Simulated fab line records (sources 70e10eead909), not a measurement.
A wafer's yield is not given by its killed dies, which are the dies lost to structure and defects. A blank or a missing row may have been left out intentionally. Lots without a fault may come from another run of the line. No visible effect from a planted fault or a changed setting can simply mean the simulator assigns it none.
fab line records :: flow nand-harc
record:
  lots: 5
  wafers: 15
  last-day: 25
route steps=1159 shown A_M1@1057 A_BONDPAD@1059
lots untouched by any fault: they come from a run of this same line in which no faults occurred
start-h: the number of hours between the record's first day and the start of the first shown wafer of the lot :: wait-h: time in hours since the lot's previous step :: " same as the row above :: L1.1+2: several wafers, shown together as one row :: - no value present, or no start provided :: * or withheld: withheld :: < > ~ a bound
route shown NAME@n: names a module that has steps shown in the file, with the first one's number in the route :: usual: the fault-free wafers' mean and standard deviation :: same: alike in all rows :: chamber/n: place in a boat :: sites: the reading at each site :: _std_site: how widely they spread, as a standard deviation :: _edge_site: mean of outer sites minus mean of inner sites :: radius-mm: for every site, how far away it sits from the centre of the wafer :: mask NAME#n: copy n :: behind: the most recent tool/chamber to have shaped the wafer :: hold: why the lot went on hold/how many hours it stayed there/how the hold came to an end :: device: the n, p or np transistor that did not switch :: end of line: the route-end tests of the same wafers :: for a step that has no rows: nothing shown but its recipe :: killed: dies lost to structure and defects at the first sort, not the wafer's yield :: map: the dies of a wafer, with x for killed, . for not killed, _ for no die there
set.NAME: the run value of the setting; set.NAME@STEP: its run value at that earlier step :: model.NAME: the simulator's own value behind a step, which no gauge read
lots at selected steps of the route; one table per step, one row per wafer
services: from which hour (start-h, from the record's first day; less than 0 if before it) a tool's chamber was out of use, for how many hours, and why
== steps ==
step: NHARC_A_M1_PRE_CLEAN_32
recipe:
  time-s: 12
  temp-c: 370
  rf-power-w: 300
  gas: NH3
usual:
  heater-power-w: 612/53
  susceptor-temp-C: 369.99/0.21
lot.wafer: L626.2
tool: pecvd-04
chamber: 0
start-h: 407.56
wait-h: 0.1
heater-power-w: 646
susceptor-temp-C: 370.22

lot.wafer: L626.3
tool: pecvd-04
chamber: 1
start-h: 407.56
wait-h: 0.1
heater-power-w: 562
susceptor-temp-C: 369.91

lot.wafer: L626.4
tool: pecvd-04
chamber: 2
start-h: 407.56
wait-h: 0.1
heater-power-w: 695
susceptor-temp-C: 370.02

lot.wafer: L633.1
tool: pecvd-01
chamber: 2
start-h: 445.45
wait-h: 0.1
heater-power-w: 591
susceptor-temp-C: 370.24

lot.wafer: L633.2
tool: pecvd-01
chamber: 0
start-h: 445.45
wait-h: 0.1
heater-power-w: 618
susceptor-temp-C: 369.71

lot.wafer: L633.5
tool: pecvd-01
chamber: 1
start-h: 445.45
wait-h: 0.1
heater-power-w: 589
susceptor-temp-C: 370.23

lot.wafer: L640.3
tool: pecvd-01
chamber: 1
start-h: 512.93
wait-h: 0.1
heater-power-w: 562
susceptor-temp-C: 370.06

lot.wafer: L640.5
tool: pecvd-01
chamber: 1
start-h: 512.93
wait-h: 0.1
heater-power-w: 571
susceptor-temp-C: 370.33

lot.wafer: L640.6
tool: pecvd-01
chamber: 0
start-h: 512.93
wait-h: 0.1
heater-power-w: 554
susceptor-temp-C: 369.73

lot.wafer: L644.2
tool: pecvd-02
chamber: 2
start-h: 532.67
wait-h: 0.1
heater-power-w: 613
susceptor-temp-C: 370.15

lot.wafer: L644.5
tool: pecvd-02
chamber: 2
start-h: 532.67
wait-h: 0.1
heater-power-w: 610
susceptor-temp-C: 369.93

lot.wafer: L644.6
tool: pecvd-02
chamber: 1
start-h: 532.67
wait-h: 0.1
heater-power-w: 547
susceptor-temp-C: 369.90

lot.wafer: L649.2
tool: pecvd-02
chamber: 0
start-h: 559.45
wait-h: 0.1
heater-power-w: 675
susceptor-temp-C: 369.76

lot.wafer: L649.6
tool: pecvd-02
chamber: 1
start-h: 559.45
wait-h: 0.1
heater-power-w: 611
susceptor-temp-C: 369.58

lot.wafer: L649.5
tool: pecvd-02
chamber: 2
start-h: 559.45
wait-h: 0.1
heater-power-w: 577
susceptor-temp-C: 369.81
step: NHARC_A_M1_DEP_33
recipe:
  target-thk-a: 300
  temp-c: 370
  target-thk-nm: 30
  pressure-torr: 3
  flow-sccm: 200
  rf-w: 450
  material: SiCN
usual:
  heater-power-w: 568/56
  susceptor-temp-C: 370.03/0.21
lot.wafer: L626.2
tool: pecvd-04
chamber: 0
start-h: 407.66
wait-h: 0.1
heater-power-w: 589
susceptor-temp-C: 370.19

lot.wafer: L626.3
tool: pecvd-04
chamber: 1
start-h: 407.66
wait-h: 0.1
heater-power-w: 515
susceptor-temp-C: 370.12

lot.wafer: L626.4
tool: pecvd-04
chamber: 2
start-h: 407.66
wait-h: 0.1
heater-power-w: 642
susceptor-temp-C: 370.15

lot.wafer: L633.1
tool: pecvd-01
chamber: 2
start-h: 445.53
wait-h: 0.1
heater-power-w: 605
susceptor-temp-C: 370.17

lot.wafer: L633.2
tool: pecvd-01
chamber: 0
start-h: 445.53
wait-h: 0.1
heater-power-w: 515
susceptor-temp-C: 369.85

lot.wafer: L633.5
tool: pecvd-01
chamber: 1
start-h: 445.53
wait-h: 0.1
heater-power-w: 542
susceptor-temp-C: 369.85

lot.wafer: L640.3
tool: pecvd-01
chamber: 1
start-h: 513.01
wait-h: 0.1
heater-power-w: 507
susceptor-temp-C: 370.20

lot.wafer: L640.5
tool: pecvd-01
chamber: 1
start-h: 513.01
wait-h: 0.1
heater-power-w: 522
susceptor-temp-C: 369.88

lot.wafer: L640.6
tool: pecvd-01
chamber: 0
start-h: 513.01
wait-h: 0.1
heater-power-w: 570
susceptor-temp-C: 370.14

lot.wafer: L644.2
tool: pecvd-02
chamber: 2
start-h: 532.75
wait-h: 0.1
heater-power-w: 592
susceptor-temp-C: 369.98

lot.wafer: L644.5
tool: pecvd-02
chamber: 2
start-h: 532.75
wait-h: 0.1
heater-power-w: 560
susceptor-temp-C: 369.72

lot.wafer: L644.6
tool: pecvd-02
chamber: 1
start-h: 532.75
wait-h: 0.1
heater-power-w: 571
susceptor-temp-C: 369.98

lot.wafer: L649.2
tool: pecvd-02
chamber: 0
start-h: 559.53
wait-h: 0.1
heater-power-w: 555
susceptor-temp-C: 370.02

lot.wafer: L649.6
tool: pecvd-02
chamber: 1
start-h: 559.53
wait-h: 0.1
heater-power-w: 563
susceptor-temp-C: 370.09

lot.wafer: L649.5
tool: pecvd-02
chamber: 2
start-h: 559.53
wait-h: 0.1
heater-power-w: 582
susceptor-temp-C: 370.01
step: NHARC_A_BONDPAD_DEP_00
recipe:
  target-thk-a: 2500
  temp-c: 370
  target-thk-nm: 250
  pressure-torr: 3
  flow-sccm: 200
  rf-w: 450
  material: SiCN
usual:
  heater-power-w: 569/58
  susceptor-temp-C: 370.02/0.21
lot.wafer: L626.3
tool: pecvd-03
chamber: 0
start-h: 408.22
wait-h: -
heater-power-w: 524
susceptor-temp-C: 369.86

lot.wafer: L626.2
tool: pecvd-03
chamber: 1
start-h: 408.22
wait-h: -
heater-power-w: 617
susceptor-temp-C: 370.26

lot.wafer: L626.4
tool: pecvd-03
chamber: 0
start-h: 408.22
wait-h: -
heater-power-w: 534
susceptor-temp-C: 370.39

lot.wafer: L633.1
tool: pecvd-03
chamber: 1
start-h: 446.08
wait-h: -
heater-power-w: 623
susceptor-temp-C: 369.82

lot.wafer: L633.2
tool: pecvd-03
chamber: 0
start-h: 446.08
wait-h: -
heater-power-w: 483
susceptor-temp-C: 370.06

lot.wafer: L633.5
tool: pecvd-03
chamber: 1
start-h: 446.08
wait-h: -
heater-power-w: 617
susceptor-temp-C: 370.08

lot.wafer: L640.3
tool: pecvd-03
chamber: 2
start-h: 513.66
wait-h: -
heater-power-w: 535
susceptor-temp-C: 369.95

lot.wafer: L640.5
tool: pecvd-03
chamber: 1
start-h: 513.66
wait-h: -
heater-power-w: 638
susceptor-temp-C: 369.61

lot.wafer: L640.6
tool: pecvd-03
chamber: 2
start-h: 513.66
wait-h: -
heater-power-w: 559
susceptor-temp-C: 369.73

lot.wafer: L644.2
tool: pecvd-01
chamber: 1
start-h: 533.35
wait-h: -
heater-power-w: 551
susceptor-temp-C: 369.94

lot.wafer: L644.5
tool: pecvd-01
chamber: 0
start-h: 533.35
wait-h: -
heater-power-w: 600
susceptor-temp-C: 370.11

lot.wafer: L644.6
tool: pecvd-01
chamber: 2
start-h: 533.35
wait-h: -
heater-power-w: 565
susceptor-temp-C: 369.82

lot.wafer: L649.2
tool: pecvd-02
chamber: 1
start-h: -
wait-h: -
heater-power-w: 555
susceptor-temp-C: 370.06

lot.wafer: L649.5
tool: pecvd-02
chamber: 0
start-h: -
wait-h: -
heater-power-w: 602
susceptor-temp-C: 370.19

lot.wafer: L649.6
tool: pecvd-02
chamber: 1
start-h: -
wait-h: -
heater-power-w: 563
susceptor-temp-C: 370.32
step: NHARC_A_BONDPAD_CMP_29
recipe:
  target-thk-nm: 200
  material: SiCN
usual:
  motor-current-A: 11.7/1.2
  slurry-filter-dp-kPa: 13.50/0.14
lot.wafer: L626.2
tool: cmp-01
chamber: 3
start-h: 408.58
wait-h: -
motor-current-A: 12.2
slurry-filter-dp-kPa: 13.55

lot.wafer: L626.3
tool: cmp-01
chamber: 0
start-h: 408.58
wait-h: -
motor-current-A: 11.9
slurry-filter-dp-kPa: 13.54

lot.wafer: L626.4
tool: cmp-01
chamber: 2
start-h: 408.58
wait-h: -
motor-current-A: 12.8
slurry-filter-dp-kPa: 13.34

lot.wafer: L633.2
tool: cmp-01
chamber: 3
start-h: 446.51
wait-h: -
motor-current-A: 12.3
slurry-filter-dp-kPa: 13.36

lot.wafer: L633.1
tool: cmp-01
chamber: 0
start-h: 446.51
wait-h: -
motor-current-A: 11.9
slurry-filter-dp-kPa: 13.63

lot.wafer: L633.5
tool: cmp-01
chamber: 3
start-h: 446.51
wait-h: -
motor-current-A: 11.7
slurry-filter-dp-kPa: 13.60

lot.wafer: L640.3
tool: cmp-01
chamber: 0
start-h: 513.98
wait-h: -
motor-current-A: 11.6
slurry-filter-dp-kPa: 13.61

lot.wafer: L640.5
tool: cmp-01
chamber: 0
start-h: 513.98
wait-h: -
motor-current-A: 12.0
slurry-filter-dp-kPa: 13.41

lot.wafer: L640.6
tool: cmp-01
chamber: 1
start-h: 513.98
wait-h: -
motor-current-A: 14.2
slurry-filter-dp-kPa: 13.30

lot.wafer: L644.2
tool: cmp-02
chamber: 3
start-h: 533.74
wait-h: -
motor-current-A: 11.0
slurry-filter-dp-kPa: 13.49

lot.wafer: L644.5
tool: cmp-02
chamber: 2
start-h: 533.74
wait-h: -
motor-current-A: 10.7
slurry-filter-dp-kPa: 13.39

lot.wafer: L644.6
tool: cmp-02
chamber: 3
start-h: 533.74
wait-h: -
motor-current-A: 10.6
slurry-filter-dp-kPa: 13.56

lot.wafer: L649.2
tool: cmp-02
chamber: 1
start-h: 560.52
wait-h: -
motor-current-A: 10.0
slurry-filter-dp-kPa: 13.42

lot.wafer: L649.5
tool: cmp-02
chamber: 1
start-h: 560.52
wait-h: -
motor-current-A: 10.4
slurry-filter-dp-kPa: 13.67

lot.wafer: L649.6
tool: cmp-02
chamber: 2
start-h: 560.52
wait-h: -
motor-current-A: 10.7
slurry-filter-dp-kPa: 13.62
step: NHARC_A_BONDPAD_THK_MEAS_30
recipe:
  thk-meas-gauge: ellipsometry
usual:
  thk-nm: 199.7/1.7
lot.wafer: L626.2
tool: film-metro-02
chamber: -
start-h: 408.83
wait-h: 0.2
thk-nm: 200.3

lot.wafer: L626.3
tool: film-metro-02
chamber: -
start-h: 408.83
wait-h: 0.2
thk-nm: 198.5

lot.wafer: L626.4
tool: film-metro-02
chamber: -
start-h: 408.83
wait-h: 0.2
thk-nm: 201.6

lot.wafer: L633.1
tool: film-metro-01
chamber: -
start-h: 446.73
wait-h: 0.2
thk-nm: 198.8

lot.wafer: L633.2
tool: film-metro-01
chamber: -
start-h: 446.73
wait-h: 0.2
thk-nm: 200.0

lot.wafer: L633.5
tool: film-metro-01
chamber: -
start-h: 446.73
wait-h: 0.2
thk-nm: 201.9

lot.wafer: L640.3
tool: film-metro-01
chamber: -
start-h: 514.23
wait-h: 0.2
thk-nm: 199.6

lot.wafer: L640.5
tool: film-metro-01
chamber: -
start-h: 514.23
wait-h: 0.2
thk-nm: 198.9

lot.wafer: L640.6
tool: film-metro-01
chamber: -
start-h: 514.23
wait-h: 0.2
thk-nm: 199.2

lot.wafer: L644.2
tool: film-metro-02
chamber: -
start-h: 533.96
wait-h: 0.2
thk-nm: 199.1

lot.wafer: L644.5
tool: film-metro-02
chamber: -
start-h: 533.96
wait-h: 0.2
thk-nm: 199.7

lot.wafer: L644.6
tool: film-metro-02
chamber: -
start-h: 533.96
wait-h: 0.2
thk-nm: 198.2

lot.wafer: L649.2
tool: film-metro-01
chamber: -
start-h: 560.77
wait-h: 0.2
thk-nm: 199.0

lot.wafer: L649.5
tool: film-metro-01
chamber: -
start-h: 560.77
wait-h: 0.2
thk-nm: 197.4

lot.wafer: L649.6
tool: film-metro-01
chamber: -
start-h: 560.77
wait-h: 0.2
thk-nm: 201.6
step: NHARC_A_BONDPAD_SRD_31
step: NHARC_A_BONDPAD_DEHYDRATE_01
recipe:
  temp-c: 150
  time-s: 120
step: NHARC_A_BONDPAD_HMDS_02
recipe:
  time-s: 30
step: NHARC_A_BONDPAD_COAT_33
recipe:
  temp-c: 200
  time-s: 65
step: NHARC_A_BONDPAD_COAT_03
recipe:
  spin-rpm: 2000
  resist-thk-nm: 600
step: NHARC_A_BONDPAD_SOFTBAKE_04
recipe:
  temp-c: 125
  time-s: 70
step: NHARC_A_BONDPAD_EBR_05
step: NHARC_A_BONDPAD_EXPOSE_06
recipe:
  na: 0.55
  dose-mj: 36.99
  mask-id: A_BPAD
usual:
  exposure-dose-mJ-cm2: 37.2/0.31
  focus-offset-nm: 0.1/0.53
  reticle-temp-C: 23.03/0.11
lot.wafer: L626.2
tool: krf-scanner-03
chamber: 0
start-h: 409.25
wait-h: -
mask: A_BPAD#0
exposure-dose-mJ-cm2: 37.6
focus-offset-nm: -0.2
reticle-temp-C: 23.05

lot.wafer: L626.3
tool: krf-scanner-03
chamber: 0
start-h: 409.25
wait-h: -
mask: A_BPAD#0
exposure-dose-mJ-cm2: 37.6
focus-offset-nm: 0.0
reticle-temp-C: 23.12

lot.wafer: L626.4
tool: krf-scanner-03
chamber: 0
start-h: 409.25
wait-h: -
mask: A_BPAD#0
exposure-dose-mJ-cm2: 37.6
focus-offset-nm: 0.0
reticle-temp-C: 23.12

lot.wafer: L633.1
tool: krf-scanner-01
chamber: 0
start-h: 447.16
wait-h: -
mask: A_BPAD#0
exposure-dose-mJ-cm2: 36.9
focus-offset-nm: 0.2
reticle-temp-C: 22.80

lot.wafer: L633.2
tool: krf-scanner-01
chamber: 0
start-h: 447.16
wait-h: -
mask: A_BPAD#0
exposure-dose-mJ-cm2: 36.9
focus-offset-nm: 0.3
reticle-temp-C: 22.80

lot.wafer: L633.5
tool: krf-scanner-01
chamber: 0
start-h: 447.16
wait-h: -
mask: A_BPAD#0
exposure-dose-mJ-cm2: 36.9
focus-offset-nm: 0.1
reticle-temp-C: 22.94

lot.wafer: L640.3
tool: krf-scanner-01
chamber: 0
start-h: 514.65
wait-h: -
mask: A_BPAD#0
exposure-dose-mJ-cm2: 24.9
focus-offset-nm: 0.3
reticle-temp-C: 22.98

lot.wafer: L640.5
tool: krf-scanner-01
chamber: 0
start-h: 514.65
wait-h: -
mask: A_BPAD#0
exposure-dose-mJ-cm2: 24.9
focus-offset-nm: -0.5
reticle-temp-C: 22.94

lot.wafer: L640.6
tool: krf-scanner-01
chamber: 0
start-h: 514.65
wait-h: -
mask: A_BPAD#0
exposure-dose-mJ-cm2: 24.9
focus-offset-nm: -0.3
reticle-temp-C: 22.92

lot.wafer: L644.2
tool: krf-scanner-02
chamber: 0
start-h: 534.39
wait-h: -
mask: A_BPAD#0
exposure-dose-mJ-cm2: 36.9
focus-offset-nm: 0.6
reticle-temp-C: 23.01

lot.wafer: L644.5
tool: krf-scanner-02
chamber: 0
start-h: 534.39
wait-h: -
mask: A_BPAD#0
exposure-dose-mJ-cm2: 36.9
focus-offset-nm: 0.1
reticle-temp-C: 22.91

lot.wafer: L644.6
tool: krf-scanner-02
chamber: 0
start-h: 534.39
wait-h: -
mask: A_BPAD#0
exposure-dose-mJ-cm2: 36.9
focus-offset-nm: -0.1
reticle-temp-C: 23.01

lot.wafer: L649.2
tool: krf-scanner-02
chamber: 0
start-h: 561.06
wait-h: -
mask: A_BPAD#0
exposure-dose-mJ-cm2: 37.0
focus-offset-nm: 0.5
reticle-temp-C: 22.81

lot.wafer: L649.5
tool: krf-scanner-02
chamber: 0
start-h: 561.06
wait-h: -
mask: A_BPAD#0
exposure-dose-mJ-cm2: 36.9
focus-offset-nm: -0.1
reticle-temp-C: 22.95

lot.wafer: L649.6
tool: krf-scanner-02
chamber: 0
start-h: 561.06
wait-h: -
mask: A_BPAD#0
exposure-dose-mJ-cm2: 36.9
focus-offset-nm: -0.1
reticle-temp-C: 22.96
step: NHARC_A_BONDPAD_PEB_07
recipe:
  peb-temp-c: 128
  peb-time-s: 80
step: NHARC_A_BONDPAD_DEVELOP_08
recipe:
  time-s: 50
  dev-temp-c: 22
step: NHARC_A_BONDPAD_CD_MEAS_09
recipe:
  target-cd-nm: 500
  landing-energy-ev: 500
usual:
  cd-nm: 499.0/2.6
lot.wafer: L626.2
tool: cd-sem-01
chamber: 0
start-h: 409.40
wait-h: -
cd-nm: 499.7

lot.wafer: L626.3
tool: cd-sem-01
chamber: 0
start-h: 409.40
wait-h: -
cd-nm: 499.1

lot.wafer: L626.4
tool: cd-sem-01
chamber: 0
start-h: 409.40
wait-h: -
cd-nm: 502.9

lot.wafer: L633.1
tool: cd-sem-02
chamber: 0
start-h: 447.31
wait-h: -
cd-nm: 499.9

lot.wafer: L633.2
tool: cd-sem-02
chamber: 0
start-h: 447.31
wait-h: -
cd-nm: 500.5

lot.wafer: L633.5
tool: cd-sem-02
chamber: 0
start-h: 447.31
wait-h: -
cd-nm: 494.2

lot.wafer: L640.3
tool: cd-sem-01
chamber: 0
start-h: 514.80
wait-h: -
cd-nm: 492.4

lot.wafer: L640.5
tool: cd-sem-01
chamber: 0
start-h: 514.80
wait-h: -
cd-nm: 491.7

lot.wafer: L640.6
tool: cd-sem-01
chamber: 0
start-h: 514.80
wait-h: -
cd-nm: 492.3

lot.wafer: L644.2
tool: cd-sem-02
chamber: 0
start-h: 534.54
wait-h: -
cd-nm: 500.2

lot.wafer: L644.5
tool: cd-sem-02
chamber: 0
start-h: 534.54
wait-h: -
cd-nm: 497.2

lot.wafer: L644.6
tool: cd-sem-02
chamber: 0
start-h: 534.54
wait-h: -
cd-nm: 493.9

lot.wafer: L649.2
tool: cd-sem-01
chamber: 0
start-h: 561.21
wait-h: -
cd-nm: 497.4

lot.wafer: L649.5
tool: cd-sem-01
chamber: 0
start-h: 561.21
wait-h: -
cd-nm: 494.4

lot.wafer: L649.6
tool: cd-sem-01
chamber: 0
start-h: 561.21
wait-h: -
cd-nm: 496.7
step: NHARC_A_BONDPAD_OVL_MEAS_35
usual:
  overlay-x-nm: 0/6.5
  overlay-y-nm: -2/6.4
lot.wafer: L626.2
tool: overlay-02
chamber: -
start-h: 409.49
wait-h: -
overlay-x-nm: 3
overlay-y-nm: -1

lot.wafer: L626.3
tool: overlay-02
chamber: -
start-h: 409.49
wait-h: -
overlay-x-nm: 2
overlay-y-nm: 0

lot.wafer: L626.4
tool: overlay-02
chamber: -
start-h: 409.49
wait-h: -
overlay-x-nm: 3
overlay-y-nm: -1

lot.wafer: L633.1
tool: overlay-02
chamber: -
start-h: 447.40
wait-h: -
overlay-x-nm: -6
overlay-y-nm: 3

lot.wafer: L633.2
tool: overlay-02
chamber: -
start-h: 447.40
wait-h: -
overlay-x-nm: -6
overlay-y-nm: 3

lot.wafer: L633.5
tool: overlay-02
chamber: -
start-h: 447.40
wait-h: -
overlay-x-nm: -7
overlay-y-nm: 3

lot.wafer: L640.3
tool: overlay-01
chamber: -
start-h: 514.88
wait-h: -
overlay-x-nm: -2
overlay-y-nm: -5

lot.wafer: L640.5
tool: overlay-01
chamber: -
start-h: 514.88
wait-h: -
overlay-x-nm: -1
overlay-y-nm: -5

lot.wafer: L640.6
tool: overlay-01
chamber: -
start-h: 514.88
wait-h: -
overlay-x-nm: -1
overlay-y-nm: -5

lot.wafer: L644.2
tool: overlay-02
chamber: -
start-h: 534.62
wait-h: -
overlay-x-nm: -4
overlay-y-nm: 2

lot.wafer: L644.5
tool: overlay-02
chamber: -
start-h: 534.62
wait-h: -
overlay-x-nm: -5
overlay-y-nm: 3

lot.wafer: L644.6
tool: overlay-02
chamber: -
start-h: 534.62
wait-h: -
overlay-x-nm: -5
overlay-y-nm: 2

lot.wafer: L649.2
tool: overlay-01
chamber: -
start-h: 561.30
wait-h: -
overlay-x-nm: -10
overlay-y-nm: -18

lot.wafer: L649.5
tool: overlay-01
chamber: -
start-h: 561.30
wait-h: -
overlay-x-nm: -10
overlay-y-nm: -18

lot.wafer: L649.6
tool: overlay-01
chamber: -
start-h: 561.30
wait-h: -
overlay-x-nm: -10
overlay-y-nm: -18
== services ==
tool: krf-scanner-03
chamber: -
start-h: 393.41
hours: 10.9
kind: repair

tool: krf-scanner-02
chamber: -
start-h: 399.07
hours: 0.7
kind: repair

tool: cmp-02
chamber: -
start-h: 403.89
hours: 0.6
kind: repair

tool: pecvd-03
chamber: 2
start-h: 412.33
hours: 5.0
kind: repair

tool: pecvd-01
chamber: -
start-h: 418.04
hours: 13.0
kind: pm

tool: cmp-02
chamber: -
start-h: 422.50
hours: 4.0
kind: pm

tool: krf-scanner-03
chamber: -
start-h: 423.77
hours: 1.9
kind: repair

tool: krf-scanner-01
chamber: -
start-h: 428.00
hours: 4.0
kind: pm

tool: pecvd-04
chamber: -
start-h: 438.58
hours: 0.4
kind: repair

tool: pecvd-03
chamber: -
start-h: 444.02
hours: 0.9
kind: repair

tool: cmp-02
chamber: -
start-h: 452.79
hours: 9.0
kind: repair

tool: pecvd-04
chamber: -
start-h: 458.26
hours: 2.2
kind: repair

tool: cmp-02
chamber: -
start-h: 469.68
hours: 0.8
kind: repair

tool: pecvd-03
chamber: -
start-h: 473.15
hours: 13.0
kind: pm

tool: cmp-01
chamber: -
start-h: 473.64
hours: 4.0
kind: pm

tool: pecvd-03
chamber: -
start-h: 499.13
hours: 4.5
kind: repair

tool: cmp-02
chamber: -
start-h: 508.12
hours: 1.2
kind: repair

tool: pecvd-02
chamber: -
start-h: 515.91
hours: 13.0
kind: pm

tool: cmp-02
chamber: -
start-h: 520.50
hours: 4.0
kind: pm

tool: cmp-01
chamber: -
start-h: 527.43
hours: 0.6
kind: repair

tool: cmp-02
chamber: -
start-h: 534.82
hours: 1.8
kind: repair

tool: pecvd-02
chamber: 0
start-h: 545.21
hours: 1.8
kind: repair

tool: krf-scanner-02
chamber: -
start-h: 554.00
hours: 4.0
kind: pm

tool: pecvd-04
chamber: -
start-h: 557.11
hours: 13.0
kind: pm
== key ==
first-sign:
  step: NHARC_A_BONDPAD_EXPOSE_06
  reading: exposure-dose-mJ-cm2
  direction: down
  sigmas: 39
  usual: 37.2
  struck: 24.9
effect:
  step: NHARC_A_BONDPAD_CD_MEAS_09
  reading: cd-nm
  direction: down
  sigmas: 2.6
  usual: 499.0
  struck: 492.1
  through: control-loop
met-at NHARC_A_BONDPAD_EXPOSE_06
struck-wafers L640.3,L640.5,L640.6
loop-trim:
  step: NHARC_A_BONDPAD_EXPOSE_06
  setting: dose
  lots: L640
onset-between 447.16 514.65
fault:
  kind: process-parameter-drift
  tool: krf-scanner-01
  chamber: -
  onset-h: 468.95
  steps: NHARC_A_BONDPAD_EXPOSE_06
  channel: dose-mj
  offset: -15.046
  shape: step
  acts-in: these-recipes-only
  stated: 36.99
loop-trim: a control loop set the setting to another value than it would have without faults
